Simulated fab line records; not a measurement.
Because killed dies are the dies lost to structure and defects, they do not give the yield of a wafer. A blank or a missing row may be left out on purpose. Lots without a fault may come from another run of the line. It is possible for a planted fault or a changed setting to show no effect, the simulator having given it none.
Split-lot experiment + flow n5_finfet + on a route of 1938 steps: 7 lots, 21 wafers read

## SPLIT DETAILS
At N5_MOL_CONTACT_COAG_COAT_62 (time 60 s, resist thk 60 nm), the setting spin_rpm was moved away from the recipe's 1500 rpm on 8 of the 21 wafers read, by -10.0% to +9.7%. This setting was run at the recipe's value on the other wafers.

## FROM THE SPLIT TO THE READING: what the file shows between them, 9 steps
- N5_MOL_CONTACT_COAG_COAT_63: time 60 s, resist thk 10 nm
- N5_MOL_CONTACT_COAG_COAT_64: time 60 s, resist thk 10 nm
- N5_MOL_CONTACT_COAG_ALD_133: deposits SiO2, target thk 5 nm, pulse time 1 s, co reactant pulse time 1 s
- N5_MOL_CONTACT_COAG_ETCHBACK_134: etches SiO2 in CHF3, target depth 10 nm, time 6.7 s
- N5_MOL_CONTACT_COAG_ETCH_67: etches SOC in N2/H2, target depth 60 nm, overetch 21 nm, time 101.2 s
- N5_MOL_CONTACT_COAG_STRIP_68: strips in N2/H2
- N5_MOL_CONTACT_COAG_STRIP_69: strips in N2/H2
- N5_MOL_CONTACT_COAG_ETCHBACK_136: etches SiO2 in CHF3, target depth 25 nm, time 16.7 s
- N5_MOL_CONTACT_COAG_STRIP_120: strips in CHF3

## THE READING
SOC_of_MOL_CONTACT_COAG_COAT_62.thk_nm (the simulator's own value, which no gauge read), in nm, at N5_MOL_CONTACT_COAG_VIA_ETCH_117 (etches SiO2 in C4F6/O2, target depth 40 nm, overetch 8 nm, time 26 s). The file gives no usual value for it. Here, 13 wafers ran the recipe; their average is 51.6 nm with a standard deviation of 0.18 nm.

| wafer  | tool, chamber at the split | spin_rpm as run, rpm | against the recipe | SOC_of_MOL_CONTACT_COAG_COAT_62.thk_nm, nm | against lot-mates on the recipe |
|--------|----------------------------|----------------------|--------------------|--------------------------------------------|---------------------------------|
| L075.2 | litho_track-02, 0          | 1500                 | recipe             | 51.8                                       | -                               |
| L075.3 | litho_track-02, 0          | 1645                 | +9.7%              | 49.2                                       | -2.5                            |
| L075.5 | litho_track-02, 0          | 1500                 | recipe             | 51.6                                       | -                               |
| L084.3 | litho_track-05, 0          | 1350                 | -10.0%             | 55                                         | +3.2                            |
| L084.5 | litho_track-05, 0          | 1500                 | recipe             | 51.8                                       | -                               |
| L084.6 | litho_track-05, 0          | 1500                 | recipe             | 51.8                                       | -                               |
| L085.1 | litho_track-05, 0          | 1573                 | +4.9%              | 50                                         | -1.6                            |
| L085.6 | litho_track-05, 0          | 1573                 | +4.9%              | 50                                         | -1.6                            |
| L085.4 | litho_track-05, 0          | 1500                 | recipe             | 51.6                                       | -                               |
| L090.3 | litho_track-05, 0          | 1500                 | recipe             | 51.8                                       | -                               |
| L090.4 | litho_track-05, 0          | 1500                 | recipe             | 51.6                                       | -                               |
| L090.5 | litho_track-05, 0          | 1500                 | recipe             | 51.6                                       | -                               |
| L092.1 | litho_track-02, 0          | 1379                 | -8.1%              | 54.2                                       | +3.0                            |
| L092.3 | litho_track-02, 0          | 1500                 | recipe             | 51.2                                       | -                               |
| L092.4 | litho_track-02, 0          | 1379                 | -8.1%              | 53.8                                       | +2.6                            |
| L093.3 | litho_track-05, 0          | 1500                 | recipe             | 51.8                                       | -                               |
| L093.4 | litho_track-05, 0          | 1500                 | recipe             | 51.6                                       | -                               |
| L093.5 | litho_track-05, 0          | 1500                 | recipe             | 51.4                                       | -                               |
| L096.2 | litho_track-02, 0          | 1449                 | -3.4%              | 52.8                                       | +1.0                            |
| L096.3 | litho_track-02, 0          | 1500                 | recipe             | 51.8                                       | -                               |
| L096.5 | litho_track-02, 0          | 1449                 | -3.4%              | 52.4                                       | +0.6                            |

THE FIT
A straight line over all 21 wafers: SOC_of_MOL_CONTACT_COAG_COAT_62.thk_nm changes by -0.298 nm for each +1% of spin_rpm; r = -0.99; the points scatter about the line by 0.23 nm.
The same after taking each lot's own level away (the mean of its wafers on the recipe; 21 wafers): -0.31 nm for each +1%; r = -0.99; scatter 0.21 nm.
On that fit, the largest move of spin_rpm shifts the reading by 3.1 nm.
From 51.20 to 51.80 nm: that is the span of the lots' own levels, equal to 3.4 times the standard deviation above.
So the lot-to-lot level changes the slope little: the two slopes agree.
Check: with one of the wafers moved furthest among these (-10.0%) left out of the fit, the line predicts +3.09 nm for it against its lot-mates. It came out at +3.2 nm against them.

## ADDITIONAL SPLITS CARRIED BY THESE WAFERS
Other splits were also applied to these wafers ahead of the reading. Each is held against what the fit with the lots' levels taken away leaves over:
| other split on the same wafers          | wafers away from the commonest value | r with SOC_of_MOL_CONTACT_COAG_COAT_62.thk_nm (lot level and that fit taken away) |
|-----------------------------------------|--------------------------------------|-----------------------------------------------------------------------------------|
| N5_SD_EPI_P_COAT_34 spin_rpm            | 5                                    | +0.26                                                                             |
| N5_SD_EPI_P_EPI_21 time_s               | 2                                    | -0.11                                                                             |
| N5_SD_ACTIVATION_LSA_01 temp_c          | 6                                    | -0.07                                                                             |
| N5_HKMG_FIN_ETCH_55 time_s              | 9                                    | -0.37                                                                             |
| N5_GATE_CUT_ETCH_37 bias_w              | 9                                    | +0.14                                                                             |
| N5_MOL_CONTACT_COAG_ETCHBACK_135 time_s | 6                                    | -0.13                                                                             |

## THE WHOLE CHAIN: every reading that the file lists as answering this split, in the file's order
| step                             | what it does                                                          | reading                                                                                 | change (the file's fit)               | r (the file's) |
|----------------------------------|-----------------------------------------------------------------------|-----------------------------------------------------------------------------------------|---------------------------------------|----------------|
| N5_MOL_CONTACT_COAG_COAT_62      | time 60 s, resist thk 60 nm                                           | SOC_of_MOL_CONTACT_COAG_COAT_62.thk_nm (the simulator's own value, which no gauge read) | -0.31 nm for each +1% of the setting  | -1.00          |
| N5_MOL_CONTACT_COAG_ETCH_67      | etches SOC in N2/H2, target depth 60 nm, overetch 21 nm, time 101.2 s | etch.depth_nm (the simulator's own value, which no gauge read)                          | -0.309 nm for each +1% of the setting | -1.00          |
| N5_MOL_CONTACT_COAG_VIA_ETCH_117 | etches SiO2 in C4F6/O2, target depth 40 nm, overetch 8 nm, time 26 s  | SOC_of_MOL_CONTACT_COAG_COAT_62.thk_nm (the simulator's own value, which no gauge read) | -0.304 nm for each +1% of the setting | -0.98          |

## FILE'S OWN FIT
SOC_of_MOL_CONTACT_COAG_COAT_62.thk_nm changes by -0.304 nm for each +1% of spin_rpm, r = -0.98.
